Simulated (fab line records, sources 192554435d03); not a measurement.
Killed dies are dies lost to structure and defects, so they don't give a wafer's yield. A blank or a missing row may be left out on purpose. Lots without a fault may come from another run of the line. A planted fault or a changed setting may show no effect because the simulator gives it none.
fab line records	flow n5Finfet
record lots=24	wafers=72	lastDay=19
route steps=1938 shown BEOL_M6@1247 BEOL_M7@1297
lots that met no fault: taken from a fault-free run of the same line
startH: the number of hours between the record's first day and the start of the first shown wafer of the lot	waitH: hours since the lot's step before	" unchanged from the row above	L1.1+2: one row covering several wafers at once	- no value present, or no start provided	* or withheld: withheld	< > ~ a bound
route shown NAME@n: names a module that has steps shown in the file, with the first one's number in the route	usual: average and standard deviation across the fault-free wafers	same: alike in all rows	chamber/n: place in a boat	sites: readings site by site	_std_site: how widely they spread, as a standard deviation	_edge_site: inner sites' mean taken away from outer sites' mean	radiusMm: how far each site lies from the wafer's centre	mask NAME#n: copy n	behind: the tool/chamber that last shaped the wafer	hold: why the lot went on hold/how many hours it stayed there/how the hold came to an end	device: whichever transistor did not switch (one of n, p or np)	end of line: tests run on the same wafers once the route is complete	a step without rows: its recipe alone	killed: dies lost to structure and defects at the first sort, not the wafer's yield	map: a wafer's dies, marking killed ones x, the rest . and places with no die _
set.NAME: setting as actually run; set.NAME@STEP: the setting as run at that earlier step	model.NAME: the simulator's own value behind a step, which no gauge read
one table for each step of the route and one row for each wafer, over a sample of lots
services: the hour from which a tool's chamber was out of use, counted from the record's first day as startH (under 0 if before that day), plus the number of hours and why
## steps
# step N5_BEOL_M6_CD_MEAS_35
# recipe targetCdNm=40	targetCdYNm=28	polarity=opening
# usual cdNm=40.0/0.61
lot.wafer	tool	chamber	startH	waitH	cdNm
L075.1	cdSem-03	-	203.62	0.0	40.4
L075.2	"	-	"	"	39.9
L075.6	"	-	"	"	41.4
L074.2	cdSem-01	-	210.42	0.0	40.1
L074.3	"	-	"	"	40.2
L074.5	"	-	"	"	39.6
L076.1	cdSem-01	-	221.72	0.0	38.8
L076.3	"	-	"	"	40.0
L076.6	"	-	"	"	40.3
L080.2	cdSem-01	-	232.63	0.0	41.5
L080.5	"	-	"	"	40.5
L080.6	"	-	"	"	40.4
L077.1	cdSem-01	-	233.05	0.0	39.9
L077.4	"	-	"	"	39.8
L077.5	"	-	"	"	38.8
L078.1	cdSem-03	-	233.40	0.0	40.3
L078.3	"	-	"	"	40.5
L078.5	"	-	"	"	39.8
L079.1	cdSem-03	-	240.13	0.0	38.8
L079.4	"	-	"	"	40.4
L079.6	"	-	"	"	39.3
L081.1	cdSem-01	-	256.53	0.0	40.2
L081.3	"	-	"	"	39.7
L081.6	"	-	"	"	40.3
L082.2	cdSem-02	-	257.00	0.0	41.0
L082.4	"	-	"	"	40.9
L082.5	"	-	"	"	40.4
L083.1	cdSem-03	-	270.85	0.0	39.1
L083.4	"	-	"	"	39.0
L083.5	"	-	"	"	40.1
L084.1	cdSem-01	-	274.62	0.0	40.2
L084.5	"	-	"	"	39.8
L084.6	"	-	"	"	41.0
L086.1	cdSem-01	-	294.61	0.0	40.6
L086.2	"	-	"	"	40.1
L086.4	"	-	"	"	39.6
L085.1	cdSem-02	-	295.21	0.0	39.3
L085.4	"	-	"	"	38.8
L085.5	"	-	"	"	39.5
L088.2	cdSem-02	-	301.58	0.0	39.5
L088.3	"	-	"	"	40.2
L088.5	"	-	"	"	40.0
L087.1	cdSem-02	-	314.35	0.0	39.7
L087.5	"	-	"	"	39.8
L087.6	"	-	"	"	39.2
L089.1	cdSem-01	-	318.00	0.0	39.9
L089.3	"	-	"	"	40.7
L089.4	"	-	"	"	40.9
L093.2	cdSem-01	-	318.48	0.0	39.8
L093.3	"	-	"	"	39.0
L093.5	"	-	"	"	40.3
L090.4	cdSem-02	-	323.16	0.0	40.0
L090.5	"	-	"	"	39.8
L090.6	"	-	"	"	39.5
L091.1	cdSem-02	-	323.20	0.0	40.3
L091.2	"	-	"	"	39.3
L091.4	"	-	"	"	39.7
L095.1	cdSem-02	-	329.69	0.0	39.2
L095.3	"	-	"	"	39.8
L095.5	"	-	"	"	39.7
L092.4	cdSem-02	-	329.81	0.0	40.0
L092.5	"	-	"	"	41.1
L092.6	"	-	"	"	40.8
L094.1	cdSem-03	-	334.21	0.0	39.7
L094.2	"	-	"	"	40.2
L094.3	"	-	"	"	41.0
L096.1	cdSem-03	-	357.18	0.0	39.9
L096.5	"	-	"	"	40.7
L096.6	"	-	"	"	39.5
L097.1	cdSem-01	-	372.07	0.0	40.2
L097.3	"	-	"	"	41.0
L097.5	"	-	"	"	40.1
# step N5_BEOL_M6_DEP_56
# recipe material=SiCN	targetThkA=100	tempC=withheld	precursor=3MS/NH3	pressureTorr=3	rfW=202	timeS=17.5
# usual chamberPressureTorr=3.000/0.0069	showerheadPlenumPTorr=3.660/0.015	throttleValvePct=8.85/0.27
lot.wafer	tool	chamber	startH	waitH	chamberPressureTorr	showerheadPlenumPTorr	throttleValvePct
L075.1	pecvd-03	2	206.33	0.0	3.001	3.638	8.39
L075.2	"	1	"	"	2.989	3.659	9.06
L075.6	"	0	"	"	2.994	3.658	8.92
L074.2	pecvd-03	1	212.40	0.0	2.995	3.657	8.92
L074.3	"	2	"	"	3.003	3.628	8.48
L074.5	"	1	"	"	3.000	3.655	8.67
L076.1	pecvd-02	1	227.68	0.0	2.994	3.660	8.85
L076.3	"	0	"	"	3.015	3.669	9.35
L076.6	"	2	"	"	3.000	3.670	8.70
L080.2	pecvd-03	0	235.35	0.0	2.997	3.649	8.87
L080.5	"	2	"	"	3.008	3.626	8.57
L080.6	"	0	"	"	2.990	3.661	8.65
L077.1	pecvd-01	1	235.62	0.0	3.000	3.655	9.34
L077.4	"	1	"	"	3.002	3.651	9.02
L077.5	"	0	"	"	3.009	3.697	8.10
L078.1	pecvd-01	1	235.80	0.0	3.008	3.648	9.33
L078.3	"	0	"	"	2.991	3.685	8.36
L078.5	"	1	"	"	2.992	3.659	9.04
L079.1	pecvd-03	1	243.11	0.0	2.989	3.663	8.99
L079.4	"	2	"	"	2.988	3.647	8.63
L079.6	"	1	"	"	2.987	3.676	8.95
L081.1	pecvd-02	2	259.59	0.0	2.996	3.672	8.57
L081.3	"	1	"	"	3.009	3.677	9.10
L081.6	"	0	"	"	2.995	3.666	8.79
L082.2	pecvd-02	0	260.10	0.0	3.001	3.665	9.39
L082.4	"	0	"	"	2.991	3.661	9.01
L082.5	"	2	"	"	3.001	3.676	9.00
L083.1	pecvd-01	2	274.56	0.0	2.993	3.657	8.81
L083.4	"	2	"	"	2.995	3.658	8.81
L083.5	"	1	"	"	3.000	3.659	9.25
L084.1	pecvd-02	1	277.46	0.0	3.003	3.660	8.85
L084.5	"	1	"	"	3.009	3.657	8.77
L084.6	"	2	"	"	3.009	3.674	8.70
L086.1	pecvd-01	0	298.34	0.0	3.008	3.670	8.08
L086.2	"	2	"	"	2.997	3.653	8.79
L086.4	"	1	"	"	3.002	3.662	9.23
L085.1	pecvd-01	1	298.92	0.0	3.009	3.655	9.05
L085.4	"	2	"	"	3.006	3.637	8.95
L085.5	"	1	"	"	3.012	3.665	9.23
L088.2	pecvd-03	2	303.78	0.0	2.989	3.633	8.84
L088.3	"	1	"	"	2.998	3.662	8.69
L088.5	"	2	"	"	2.996	3.627	9.14
L087.1	pecvd-02	2	316.51	0.0	2.999	3.673	8.66
L087.5	"	1	"	"	2.997	3.667	8.95
L087.6	"	0	"	"	2.999	3.672	9.17
L089.1	pecvd-01	0	320.68	0.0	3.003	3.689	8.19
L089.3	"	2	"	"	3.003	3.647	8.97
L089.4	"	0	"	"	2.999	3.685	8.39
L093.2	pecvd-02	0	321.59	0.0	2.991	3.669	8.91
L093.3	"	2	"	"	3.004	3.672	8.83
L093.5	"	2	"	"	3.004	3.666	8.59
L090.4	pecvd-02	1	325.37	0.0	3.004	3.669	9.01
L090.5	"	2	"	"	3.000	3.675	8.86
L090.6	"	0	"	"	3.003	3.667	9.12
L091.1	pecvd-03	2	325.54	0.0	3.001	3.640	8.72
L091.2	"	0	"	"	3.006	3.654	8.91
L091.4	"	1	"	"	3.000	3.663	8.99
L095.1	pecvd-03	1	333.22	0.0	3.006	3.655	8.82
L095.3	"	2	"	"	2.997	3.627	8.92
L095.5	"	1	"	"	3.007	3.659	9.03
L092.4	pecvd-02	2	333.51	0.0	2.994	3.673	8.54
L092.5	"	0	"	"	3.002	3.666	8.92
L092.6	"	1	"	"	2.989	3.659	8.92
L094.1	pecvd-02	0	337.28	0.0	3.006	3.655	9.23
L094.2	"	1	"	"	3.003	3.669	8.89
L094.3	"	2	"	"	2.999	3.674	8.85
L096.1	pecvd-03	1	360.57	0.0	2.993	3.666	8.83
L096.5	"	1	"	"	3.009	3.675	8.83
L096.6	"	0	"	"	3.008	3.655	8.72
L097.1	pecvd-02	2	375.55	0.0	2.988	3.663	8.66
L097.3	"	0	"	"	3.009	3.667	9.04
L097.5	"	2	"	"	2.984	3.673	8.99
# step N5_BEOL_M6_INSPECT_58
# recipe inspectInstrument=darkfield	mode=postDep
# usual rawDefectCount=78/26
lot.wafer	tool	chamber	startH	waitH	rawDefectCount
L075.1	defectInspect-01	-	206.43	0.0	54
L075.2	"	-	"	"	42
L075.6	"	-	"	"	37
L074.2	defectInspect-01	-	212.53	0.0	64
L074.3	"	-	"	"	79
L074.5	"	-	"	"	47
L076.1	defectInspect-02	-	227.78	0.0	57
L076.3	"	-	"	"	173
L076.6	"	-	"	"	79
L080.2	defectInspect-01	-	235.44	0.0	51
L080.5	"	-	"	"	83
L080.6	"	-	"	"	88
L077.1	defectInspect-02	-	235.71	0.0	62
L077.4	"	-	"	"	111
L077.5	"	-	"	"	80
L078.1	defectInspect-02	-	235.90	0.0	64
L078.3	"	-	"	"	61
L078.5	"	-	"	"	82
L079.1	defectInspect-01	-	243.21	0.0	151
L079.4	"	-	"	"	92
L079.6	"	-	"	"	71
L081.1	defectInspect-01	-	259.68	0.0	70
L081.3	"	-	"	"	60
L081.6	"	-	"	"	86
L082.2	defectInspect-01	-	260.20	0.0	67
L082.4	"	-	"	"	102
L082.5	"	-	"	"	104
L083.1	defectInspect-01	-	274.66	0.0	90
L083.4	"	-	"	"	83
L083.5	"	-	"	"	90
L084.1	defectInspect-01	-	277.56	0.0	80
L084.5	"	-	"	"	88
L084.6	"	-	"	"	57
L086.1	defectInspect-02	-	298.43	0.0	148
L086.2	"	-	"	"	78
L086.4	"	-	"	"	119
L085.1	defectInspect-01	-	299.02	0.0	76
L085.4	"	-	"	"	114
L085.5	"	-	"	"	68
L088.2	defectInspect-02	-	303.89	0.0	75
L088.3	"	-	"	"	99
L088.5	"	-	"	"	37
L087.1	defectInspect-01	-	316.60	0.0	136
L087.5	"	-	"	"	75
L087.6	"	-	"	"	78
L089.1	defectInspect-02	-	320.78	0.0	101
L089.3	"	-	"	"	81
L089.4	"	-	"	"	93
L093.2	defectInspect-02	-	321.69	0.0	64
L093.3	"	-	"	"	50
L093.5	"	-	"	"	48
L090.4	defectInspect-01	-	325.45	0.0	40
L090.5	"	-	"	"	68
L090.6	"	-	"	"	37
L091.1	defectInspect-02	-	325.63	0.0	77
L091.2	"	-	"	"	79
L091.4	"	-	"	"	84
L095.1	defectInspect-01	-	333.31	0.0	47
L095.3	"	-	"	"	57
L095.5	"	-	"	"	86
L092.4	defectInspect-01	-	333.59	0.0	50
L092.5	"	-	"	"	50
L092.6	"	-	"	"	58
L094.1	defectInspect-02	-	337.38	0.0	140
L094.2	"	-	"	"	84
L094.3	"	-	"	"	66
L096.1	defectInspect-02	-	360.66	0.0	96
L096.5	"	-	"	"	131
L096.6	"	-	"	"	80
L097.1	defectInspect-01	-	375.65	0.0	124
L097.3	"	-	"	"	105
L097.5	"	-	"	"	91
# step N5_BEOL_M7_OVL_MEAS_29
# recipe pointsPerWafer=522
# usual V6_OVL=-0.7/0.69
# same pointsPerWafer=522
lot.wafer	tool	chamber	startH	waitH	V6_OVL[nm]
L075.1	overlay-01	0	215.58	0.0	-0.2
L075.2	"	0	"	"	-0.1
L075.6	"	0	"	"	-1.3
L074.2	overlay-02	0	216.03	0.0	-0.9
L074.3	"	0	"	"	-0.6
L074.5	"	0	"	"	-1.4
L076.1	overlay-02	0	232.28	0.0	-1.3
L076.3	"	0	"	"	-1.4
L076.6	"	0	"	"	-0.8
L077.1	overlay-02	0	238.89	0.0	-0.5
L077.4	"	0	"	"	-0.3
L077.5	"	0	"	"	-1.6
L078.1	overlay-02	0	239.06	0.0	-1.1
L078.3	"	0	"	"	-0.4
L078.5	"	0	"	"	-1.0
L080.2	overlay-01	0	239.33	0.0	0.2
L080.5	"	0	"	"	-1.0
L080.6	"	0	"	"	-0.9
L079.1	overlay-02	0	249.68	0.0	-0.8
L079.4	"	0	"	"	-0.9
L079.6	"	0	"	"	-0.3
L081.1	overlay-01	0	267.07	0.0	-0.5
L081.3	"	0	"	"	-1.3
L081.6	"	0	"	"	-1.3
L082.2	overlay-02	0	267.25	0.0	-1.2
L082.4	"	0	"	"	-1.1
L082.5	"	0	"	"	0.3
L083.1	overlay-02	0	278.05	0.0	-0.3
L083.4	"	0	"	"	-2.2
L083.5	"	0	"	"	-1.3
L084.1	overlay-01	0	280.54	0.0	-1.0
L084.5	"	0	"	"	0.5
L084.6	"	0	"	"	-0.2
L086.1	overlay-01	0	302.95	0.0	-1.5
L086.2	"	0	"	"	-0.9
L086.4	"	0	"	"	-1.0
L085.1	overlay-02	0	303.17	0.0	-0.5
L085.4	"	0	"	"	-1.2
L085.5	"	0	"	"	-1.0
L088.2	overlay-01	0	313.68	0.0	-0.1
L088.3	"	0	"	"	0.4
L088.5	"	0	"	"	-0.3
L087.1	overlay-02	0	319.92	0.0	-1.9
L087.5	"	0	"	"	-1.8
L087.6	"	0	"	"	-1.6
L089.1	overlay-01	0	324.09	0.0	0.2
L089.3	"	0	"	"	0.5
L089.4	"	0	"	"	0.0
L093.2	overlay-02	0	324.88	0.0	-1.0
L093.3	"	0	"	"	-0.6
L093.5	"	0	"	"	-0.3
L091.1	overlay-02	0	331.09	0.0	-1.2
L091.2	"	0	"	"	-0.9
L091.4	"	0	"	"	-0.4
L090.4	overlay-02	0	331.34	0.1	-0.8
L090.5	"	0	"	"	-0.3
L090.6	"	0	"	"	-0.5
L092.4	overlay-02	0	339.26	0.0	0.2
L092.5	"	0	"	"	-1.1
L092.6	"	0	"	"	0.1
L095.1	overlay-02	0	340.16	0.0	0.3
L095.3	"	0	"	"	-0.1
L095.5	"	0	"	"	-0.6
L094.1	overlay-01	0	341.06	0.0	0.4
L094.2	"	0	"	"	-0.4
L094.3	"	0	"	"	-1.1
L096.1	overlay-01	0	364.54	0.0	1.2
L096.5	"	0	"	"	1.0
L096.6	"	0	"	"	0.7
L097.1	overlay-01	0	382.43	0.0	-1.2
L097.3	"	0	"	"	-0.3
L097.5	"	0	"	"	-1.5
# step N5_BEOL_M7_ETCH_66
# recipe chemistry=N2/H2	target=SOC	targetDepthA=800	overetchA=160	maskMaterial=SiARC	tempC=40	timeS=120	ionEnergyEv=200	pressureMtorr=30	sourceW=840	biasW=150	n2FlowSccm=200	h2FlowSccm=200
# usual drypumpMotorCurrentA=5.6/0.42	h2FlowSccm=200.0/0.64	oesProductAu=0.60/0.058	rfVppV=523.6/2	showerheadPlenumPTorr=2.53/0.068	throttleValvePct=17.82/0.24
lot.wafer	tool	chamber	startH	waitH	drypumpMotorCurrentA	h2FlowSccm	oesProductAu	rfHoursCounterH	rfVppV	showerheadPlenumPTorr	throttleValvePct
L075.1	rieDiel-05	0	216.10	0.0	5.2	199.5	0.63	90	521.7	2.45	17.25
L075.2	"	3	"	"	5.1	199.6	0.53	249	523.2	2.49	18.11
L075.6	"	1	"	"	5.6	198.4	0.54	-	525.7	2.62	17.78
L074.2	rieDiel-02	2	216.50	0.0	6.0	199.5	0.58	168	524.8	2.54	17.77
L074.3	"	1	"	"	5.6	200.5	0.64	56	522.2	2.49	17.87
L074.5	"	2	"	"	6.1	200.3	0.57	-	523.0	2.54	17.78
L076.1	rieDiel-05	0	232.49	0.0	5.2	200.6	0.63	93	522.8	2.44	17.26
L076.3	"	2	"	"	6.2	200.5	0.63	71	523.9	2.60	17.58
L076.6	"	1	"	"	5.6	199.9	0.54	-	526.4	2.62	17.78
L077.1	rieDiel-06	1	239.06	0.0	6.6	200.7	0.51	241	522.0	2.52	18.08
L077.4	"	0	"	"	5.1	199.3	0.60	124	521.7	2.45	18.09
L077.5	"	2	"	"	5.6	200.8	0.57	-	526.6	2.63	17.95
L078.1	rieDiel-02	3	239.23	0.0	5.6	200.7	0.70	15	523.0	2.50	17.71
L078.3	"	1	"	"	5.7	199.9	0.64	65	521.9	2.49	17.87
L078.5	"	1	"	"	5.6	199.8	0.64	-	522.4	2.49	17.88
L080.2	rieDiel-06	0	239.50	0.0	5.2	200.7	0.60	125	521.9	2.45	18.10
L080.5	"	0	"	"	5.2	199.9	0.60	-	522.0	2.45	18.10
L080.6	"	3	"	"	5.6	200.3	0.55	-	527.0	2.62	17.95
L079.1	rieDiel-02	1	249.85	0.0	5.7	198.9	0.63	67	520.6	2.49	17.89
L079.4	"	2	"	"	6.0	201.8	0.57	179	523.6	2.53	17.79
L079.6	"	1	"	"	5.7	199.2	0.63	-	521.8	2.49	17.89
L081.1	rieDiel-05	1	267.25	0.0	5.6	199.1	0.53	234	524.6	2.62	17.79
L081.3	"	3	"	"	5.1	199.5	0.73	8	522.8	2.48	17.74
L081.6	"	2	"	"	6.2	200.6	0.63	-	524.8	2.60	17.61
L082.2	rieDiel-06	2	267.42	0.0	5.6	200.5	0.56	198	526.7	2.63	17.97
L082.4	"	1	"	"	6.6	200.1	0.51	248	523.6	2.52	18.08
L082.5	"	3	"	"	5.6	200.1	0.55	-	525.9	2.62	17.97
L083.1	rieDiel-05	3	278.64	0.0	5.1	199.9	0.71	11	523.1	2.48	17.73
L083.4	"	0	"	"	5.2	199.9	0.62	107	520.7	2.44	17.27
L083.5	"	2	"	"	6.2	201.3	0.63	-	523.6	2.59	17.62
L084.1	rieDiel-05	1	280.71	0.0	5.6	199.2	0.54	238	526.9	2.61	17.82
L084.5	"	0	"	"	5.3	200.4	0.61	-	522.3	2.44	17.28
L084.6	"	3	"	"	5.1	200.6	0.71	-	522.6	2.48	17.73
L086.1	rieDiel-05	0	303.27	0.0	5.2	201.4	0.62	114	522.5	2.44	17.29
L086.2	"	1	"	"	5.6	200.2	0.53	243	527.1	2.61	17.81
L086.4	"	2	"	"	6.2	199.5	0.61	89	524.1	2.59	17.63
L085.1	rieDiel-02	0	303.70	0.0	5.1	200.3	0.53	220	526.5	2.60	18.16
L085.4	"	2	"	"	6.0	199.8	0.55	196	523.9	2.53	17.81
L085.5	"	3	"	"	5.6	200.8	0.65	-	523.8	2.49	17.73
L088.2	rieDiel-02	3	313.84	0.0	5.6	199.8	0.66	37	523.0	2.49	17.74
L088.3	"	2	"	"	6.0	200.5	0.55	198	524.0	2.53	17.82
L088.5	"	0	"	"	5.1	200.0	0.53	-	526.7	2.60	18.17
L087.1	rieDiel-02	2	320.15	0.0	6.0	199.9	0.56	200	522.8	2.53	17.83
L087.5	"	2	"	"	6.1	199.9	0.56	-	523.1	2.53	17.84
L087.6	"	1	"	"	5.6	200.4	0.62	-	522.1	2.48	17.93
L089.1	rieDiel-06	0	324.26	0.0	5.2	200.6	0.58	153	522.2	2.44	18.12
L089.3	"	3	"	"	5.6	200.5	0.54	225	524.9	2.61	18.00
L089.4	"	1	"	"	6.5	199.8	0.71	5	523.4	2.52	17.70
L093.2	rieDiel-05	0	325.04	0.0	5.2	199.7	0.61	120	520.5	2.43	17.31
L093.3	"	1	"	"	5.6	200.1	0.53	250	525.7	2.61	17.83
L093.5	"	2	"	"	6.2	200.0	0.61	-	524.5	2.59	17.61
L091.1	rieDiel-05	3	331.26	0.0	5.1	198.9	0.70	22	523.3	2.48	17.76
L091.2	"	2	"	"	6.2	199.9	0.61	98	523.4	2.59	17.63
L091.4	"	2	"	"	6.2	199.2	0.62	-	525.2	2.59	17.65
L090.4	rieDiel-06	2	331.49	0.0	5.6	199.3	0.55	221	526.6	2.62	18.01
L090.5	"	3	"	"	5.7	199.5	0.54	-	525.6	2.61	18.02
L090.6	"	0	"	"	5.2	199.5	0.58	-	520.5	2.44	18.12
L092.4	rieDiel-06	0	339.45	0.0	5.2	199.0	0.58	156	521.5	2.44	18.16
L092.5	"	1	"	"	6.5	200.1	0.70	-	522.9	2.52	17.71
L092.6	"	2	"	"	5.6	199.0	0.54	-	526.7	2.62	18.00
L095.1	rieDiel-06	1	340.33	0.0	6.6	200.1	0.71	9	522.5	2.52	17.70
L095.3	"	0	"	"	5.2	199.6	0.58	157	520.5	2.44	18.15
L095.5	"	0	"	"	5.2	199.5	0.58	-	521.9	2.44	18.16
L094.1	rieDiel-02	3	341.23	0.0	5.6	199.6	0.66	45	522.6	2.49	17.74
L094.2	"	1	"	"	5.6	200.6	0.61	94	521.0	2.48	17.95
L094.3	"	0	"	"	5.1	200.7	0.52	230	525.3	2.60	18.18
L096.1	rieDiel-06	3	364.85	0.0	5.6	199.4	0.53	237	525.0	2.61	18.02
L096.5	"	3	"	"	5.6	200.2	0.53	-	524.6	2.61	18.00
L096.6	"	0	"	"	5.2	200.5	0.57	-	521.1	2.44	18.17
L097.1	rieDiel-02	1	382.68	0.0	5.6	200.8	0.59	106	522.4	2.47	17.94
L097.3	"	0	"	"	5.1	200.2	0.52	239	525.8	2.59	18.20
L097.5	"	0	"	"	5.1	201.8	0.52	-	527.6	2.59	18.20
# step N5_BEOL_M7_ALD_77
# recipe material=TaN	targetThkA=20	tempC=275	aldPrecursorFamily=PDMAT	aldCoReactant=NH3	pressureTorr=3	carrierFlowSccm=1500	pulseTimeS=2	purgeTimeS=3	coReactantPurgeTimeS=2	coReactantPulseTimeS=3	aldCycles=40	precursorVesselTempC=75	precursorVesselPressureTorr=26.25	precursorVesselCarrierSccm=1000
# usual chamberPressureTorr=3.000/0.0077	heaterPowerW=429/59
# same coReactantPurgeTimeS=2
lot.wafer	tool	chamber	startH	waitH	chamberPressureTorr	heaterPowerW
L075.1	aldMetal-02	1	217.30	0.1	3.003	484
L075.2	"	2	"	"	3.010	414
L075.6	"	1	"	"	2.997	490
L074.2	aldMetal-04	1	217.53	0.1	2.995	447
L074.3	"	3	"	"	2.998	382
L074.5	"	1	"	"	2.995	444
L076.1	aldMetal-04	1	233.75	0.0	3.001	431
L076.3	"	0	"	"	2.992	359
L076.6	"	1	"	"	3.001	450
L077.1	aldMetal-01	0	240.38	0.0	3.003	396
L077.4	"	2	"	"	3.004	471
L077.5	"	1	"	"	2.989	548
L078.1	aldMetal-04	1	240.49	0.1	3.004	434
L078.3	"	0	"	"	3.018	354
L078.5	"	2	"	"	2.993	424
L080.2	aldMetal-01	3	240.65	0.1	2.993	398
L080.5	"	3	"	"	3.008	375
L080.6	"	0	"	"	3.005	395
L079.1	aldMetal-04	0	250.85	0.0	2.995	347
L079.4	"	2	"	"	3.001	430
L079.6	"	2	"	"	2.996	421
L081.1	aldMetal-01	2	268.24	0.0	3.002	466
L081.3	"	3	"	"	3.003	389
L081.6	"	2	"	"	3.003	472
L082.2	aldMetal-04	3	268.58	0.0	2.986	388
L082.4	"	0	"	"	3.005	350
L082.5	"	0	"	"	3.011	350
L083.1	aldMetal-04	0	281.31	0.0	3.001	342
L083.4	"	1	"	"	3.001	439
L083.5	"	1	"	"	3.000	441
L084.1	aldMetal-04	0	281.75	0.0	2.995	340
L084.5	"	2	"	"	3.010	434
L084.6	"	1	"	"	3.008	441
L086.1	aldMetal-04	3	306.40	0.2	2.991	392
L086.2	"	2	"	"	2.999	416
L086.4	"	0	"	"	3.010	351
L085.1	aldMetal-01	2	306.58	0.2	3.007	476
L085.4	"	1	"	"	2.996	563
L085.5	"	1	"	"	3.004	557
L088.2	aldMetal-01	1	315.03	0.1	3.010	558
L088.3	"	3	"	"	2.984	394
L088.5	"	0	"	"	3.001	392
L087.1	aldMetal-01	2	321.59	0.0	2.997	487
L087.5	"	1	"	"	2.994	560
L087.6	"	3	"	"	3.013	398
L089.1	aldMetal-04	3	325.77	0.0	3.001	394
L089.3	"	2	"	"	2.996	430
L089.4	"	1	"	"	2.998	433
L093.2	aldMetal-01	2	326.04	0.0	3.006	468
L093.3	"	1	"	"	2.992	549
L093.5	"	3	"	"	2.997	393
L091.1	aldMetal-04	0	332.35	0.0	2.994	346
L091.2	"	2	"	"	2.992	433
L091.4	"	1	"	"	3.002	443
L090.4	aldMetal-01	0	332.65	0.0	3.002	402
L090.5	"	0	"	"	2.992	405
L090.6	"	3	"	"	3.009	391
L092.4	aldMetal-02	3	341.42	0.0	2.989	443
L092.5	"	0	"	"	3.005	417
L092.6	"	1	"	"	2.991	474
L095.1	aldMetal-01	3	342.03	0.0	2.988	392
L095.3	"	0	"	"	3.010	397
L095.5	"	2	"	"	2.999	471
L094.1	aldMetal-02	1	342.34	0.2	2.995	476
L094.2	"	0	"	"	3.006	421
L094.3	"	3	"	"	3.004	445
L096.1	aldMetal-04	2	369.73	0.0	3.006	421
L096.5	"	0	"	"	2.999	335
L096.6	"	3	"	"	3.014	360
L097.1	aldMetal-01	2	384.38	0.0	3.003	457
L097.3	"	1	"	"	2.996	549
L097.5	"	2	"	"	2.994	481
## services
tool	chamber	startH	hours	kind
aldMetal-04	0	182.76	5.5	repair
aldMetal-04	-	200.95	14.6	pm
pecvd-02	-	203.84	3.3	repair
rieDiel-02	3	205.74	6.4	repair
rieDiel-02	0	207.35	34.2	repair
pecvd-02	0	207.51	13.8	repair
pecvd-03	0	211.56	3.5	repair
pecvd-03	-	222.51	6.0	pm
aldMetal-04	2	227.97	5.6	repair
aldMetal-04	3	236.81	5.7	repair
rieDiel-02	-	257.56	0.3	repair
rieDiel-05	2	260.27	5.0	repair
aldMetal-01	0	268.20	23.7	repair
rieDiel-02	0	271.01	5.8	repair
pecvd-03	1	278.44	12.3	repair
aldMetal-01	3	283.16	4.9	repair
rieDiel-06	-	295.07	0.1	repair
pecvd-02	-	299.94	5.5	pm
pecvd-03	0	300.65	12.7	repair
aldMetal-01	0	317.71	9.4	repair
rieDiel-05	3	319.91	10.7	repair
pecvd-02	-	323.14	0.7	repair
rieDiel-02	1	328.63	4.6	repair
aldMetal-04	-	337.25	14.0	pm
## key
fault none
